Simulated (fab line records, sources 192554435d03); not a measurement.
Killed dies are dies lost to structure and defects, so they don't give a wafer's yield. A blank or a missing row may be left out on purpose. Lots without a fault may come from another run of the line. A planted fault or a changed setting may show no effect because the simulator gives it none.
Chamber matching | flow n5_finfet | N5_MOL_CONTACT_COAG_ETCH_105 on rie_diel-02: 4 sister chambers
The step etches SiARC in CF4, target depth 15.6 nm, time 26 s. 4 wafers are shown with their chamber, then 8 later ones without.

WAFERS WITH THEIR CHAMBER
wafer  | chamber | showerhead_plenum_p_Torr (Torr)
L083.2 | 0       | 2.14
L090.3 | 2       | 2.12
L090.4 | 3       | 2.12
L095.1 | 1       | 2.21

WAFERS WITHOUT THEIR CHAMBER
wafer  | showerhead_plenum_p_Torr (Torr)
L095.2 | 2.13
L095.3 | 2.12
L095.4 | 2.12
L095.5 | 2.12
L095.6 | 2.21
L096.2 | 2.12
L096.5 | 2.12
L096.6 | 2.12

WHICH CHAMBER EACH WENT THROUGH
wafer  | from the rows above          | in truth
L095.2 | can't be placed: 2 or 3 or 0 | 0
L095.3 | can't be placed: 2 or 3      | 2
L095.4 | can't be placed: 2 or 3      | 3
L095.5 | can't be placed: 2 or 3      | 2
L095.6 | 1                            | 1
L096.2 | can't be placed: 2 or 3      | 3
L096.5 | can't be placed: 2 or 3      | 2
L096.6 | can't be placed: 2 or 3      | 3
Placed correctly: 1 of 8. Can't be placed from these rows: 7 (the true chamber is among the candidates in 7). Placed wrongly: 0.
How it was worked out, from the rows above alone: a wafer's distance from a chamber is the root of the sum, over the readings, of the square of ((its reading less the chamber's mean) divided by the reading's scatter). The wafer belongs to the nearest chamber; if the next one is less than 2 further off, it can't be placed. A chamber's mean is the mean of its shown wafers. The scatter: with one shown wafer a chamber, the root of the mean of the squares of how far each hidden wafer lies from its nearest shown one.
